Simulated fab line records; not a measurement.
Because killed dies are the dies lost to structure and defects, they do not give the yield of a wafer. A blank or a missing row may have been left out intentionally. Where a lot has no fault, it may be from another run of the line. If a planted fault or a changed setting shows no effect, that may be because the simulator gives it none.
Chamber matching	flow n5_finfet	rie_diel-06 running N5_BEOL_M0_SAQP_DESCUM_19: 4 sister chambers
The step chemistry O2, time 7.9 s. 4 wafers are shown with their chamber, then 9 later ones without.

## EACH WAFER AND ITS CHAMBER
wafer	chamber	throttle_valve_pct (%)
L079.3	0	20.42
L082.4	1	20.92
L083.5	2	20.78
L083.6	3	20.32

## WAFERS WITH NO CHAMBER GIVEN
wafer	throttle_valve_pct (%)
L085.1	20.45
L085.4	20.94
L085.6	20.78
L091.1	20.95
L091.4	20.46
L091.6	20.47
L097.1	20.01
L097.4	20.80
L097.6	20.47

## CHAMBER TAKEN BY EACH
wafer	from the rows above	in truth
L085.1	can't be placed: 0 or 3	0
L085.4	can't be placed: 1 or 2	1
L085.6	can't be placed: 2 or 1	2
L091.1	can't be placed: 1 or 2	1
L091.4	can't be placed: 0 or 3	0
L091.6	can't be placed: 0 or 3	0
L097.1	can't be placed: 3 or 0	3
L097.4	can't be placed: 2 or 1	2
L097.6	can't be placed: 0 or 3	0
0 of 9 placed correctly. Not placeable from these rows: 9 (in 9, the candidates include the true chamber). Wrongly placed: 0.
How it was worked out, from the rows above alone: a wafer's distance from a chamber is the root of the sum, over the readings, of the square of ((its reading less the chamber's mean) divided by the reading's scatter). The wafer belongs to the nearest chamber; if the next one is less than 2 further off, it can't be placed. Each chamber's mean is taken over the wafers shown for it. The scatter: root of mean squared gap, hidden wafer to nearest shown wafer, with one shown wafer a chamber.
